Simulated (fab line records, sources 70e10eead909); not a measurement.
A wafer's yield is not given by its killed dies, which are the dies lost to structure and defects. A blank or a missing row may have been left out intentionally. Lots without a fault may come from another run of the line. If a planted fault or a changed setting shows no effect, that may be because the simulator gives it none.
Problem report in the 8D (eight disciplines) form, filled by code | flow nand-harc | the parts of the form that need people (team, actions taken, sign-off) are left out

## 1. WHAT WENT WRONG
Mean of killed-dies at NHARC_END_SORT_01: 677 across 2 wafers in 2 lots; on wafers with no fault it is 31 (standard deviation 9.7). That is +67 standard deviations from the usual mean.
First observed at day 25 06:45: wafer L865.5, on prober-01. The record has a number at this step for 4 wafers belonging to 2 lots. By rule, "out" or "out of limits" means more than 4 standard deviations away from the usual mean. The other wafers with a number count as sound.

## 2. WHAT IT IS; WHAT IT IS NOT
question                    | is                           | is not
which readings at this step | killed-dies, killed-at-array | killed-at-other, killed-open, killed-short
which lots                  | L865, L866                   | -
which wafers of those lots  | L865.5, L866.2               | L866.1, L866.4
read on which gauges        | prober-01, prober-02         | -
when                        | from day 25 06:45            | up to then (0 sound wafers); but 2 sound wafers of L866 came after

## 3. THE SUSPECTS, EACH WITH WHAT RULES IT OUT
Counting: if a tool at a process step up to the reading ran every lot that is out, it stays a suspect. Sound lots after the first of them don't rule it out here, since some wafers of a struck lot are sound.
- ruled out: the gauge at NHARC_END_SORT_01. 2 gauges (prober-01, prober-02) read the wafers that are out.
- rie-diel-01 at NHARC_A_BLC_ETCH_16 (etches the open film in CF4, target depth 39 nm, time 65 s): kept. It ran every lot that is out, first L865 (day 23 02:03).
- ald-metal-04 at NHARC_A_BLC_ALD_23 (deposits TiN, target thk 3 nm, pulse time 1 s, ald cycles 150): kept. It ran every lot that is out, first L865 (day 23 05:00).
- At NHARC_A_BLC_ETCH_16 on rie-diel-01, chamber 0 took the sound wafers of the same lots and chamber 3 took the wafers that are out.
- At NHARC_A_BLC_ALD_23, inside ald-metal-04: chamber 0 took the wafers that are out, while their sound lot-mates went through chambers 1, 3.
The count leaves ald-metal-04 at NHARC_A_BLC_ALD_23 and rie-diel-01 at NHARC_A_BLC_ETCH_16.

## 4. THE CAUSE (what the simulator had put in)
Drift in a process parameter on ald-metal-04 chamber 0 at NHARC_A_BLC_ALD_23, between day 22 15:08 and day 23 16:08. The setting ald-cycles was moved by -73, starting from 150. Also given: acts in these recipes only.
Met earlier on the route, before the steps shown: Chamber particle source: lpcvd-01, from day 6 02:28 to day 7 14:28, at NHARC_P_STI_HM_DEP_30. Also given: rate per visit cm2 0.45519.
Counting leaves 2 suspects; this tool is one of them.

## 5. THE EFFECT CHAIN, in route order
Rows list readings where the struck wafers' mean (over those with a number) sits beyond 3 standard deviations from the usual. Only readings whose record carries a usual standard deviation are examined. hours: median over the lots of the time between each lot's start at the first step of this table that gives one and its start at this step. sigmas: the change, counted in usual standard deviations.
hours | step              | reading         | usual | on struck wafers | change | sigmas
0     | NHARC_END_SORT_01 | killed-at-array | 26    | 668              | +642   | +66
0     | NHARC_END_SORT_01 | killed-dies     | 31    | 677              | +646   | +67

## 6. WHAT WOULD HAVE CAUGHT IT SOONER
In this record the first reading out of limits at a measuring or inspecting step was taken at day 25 06:45, 64 hours after the fault began at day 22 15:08.
No tool reading at NHARC_A_BLC_ALD_23 that has a usual standard deviation in the record was out on any struck wafer, so an alarm limit of 4 standard deviations on those readings would not have fired.
By day 25 06:45, every lot that is out (2) had started NHARC_A_BLC_ALD_23 on ald-metal-04. None of them would have been spared by holding the tool at that moment.
